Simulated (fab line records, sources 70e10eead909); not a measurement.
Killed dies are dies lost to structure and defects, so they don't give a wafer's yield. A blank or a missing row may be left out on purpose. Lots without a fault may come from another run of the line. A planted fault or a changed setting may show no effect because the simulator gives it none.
Chamber matching | flow nand_harc | NHARC_P_CONTACT_DEP_30 on pecvd-01: 3 sister chambers
The step deposits SiNx, target thk 30 nm. 3 wafers are shown with their chamber, then 8 later ones without.

WAFERS WITH THEIR CHAMBER
wafer  | chamber | heater_power_w (W)
L974.3 | 1       | 703
L974.4 | 0       | 638
L977.1 | 2       | 893

WAFERS WITHOUT THEIR CHAMBER
wafer  | heater_power_w (W)
L977.5 | 908
L977.6 | 644
L978.4 | 646
L978.5 | 715
L978.6 | 881
L981.1 | 940
L981.4 | 657
L981.5 | 553

WHICH CHAMBER EACH WENT THROUGH
wafer  | from the rows above     | in truth
L977.5 | 2                       | 2
L977.6 | can't be placed: 0 or 1 | 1
L978.4 | can't be placed: 0 or 1 | 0
L978.5 | can't be placed: 1 or 0 | 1
L978.6 | 2                       | 2
L981.1 | 2                       | 2
L981.4 | can't be placed: 0 or 1 | 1
L981.5 | can't be placed: 0 or 1 | 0
Placed correctly: 3 of 8. Can't be placed from these rows: 5 (the true chamber is among the candidates in 5). Placed wrongly: 0.
How it was worked out, from the rows above alone: a wafer's distance from a chamber is the root of the sum, over the readings, of the square of ((its reading less the chamber's mean) divided by the reading's scatter). The wafer belongs to the nearest chamber; if the next one is less than 2 further off, it can't be placed. A chamber's mean is the mean of its shown wafers. The scatter: with one shown wafer a chamber, the root of the mean of the squares of how far each hidden wafer lies from its nearest shown one.
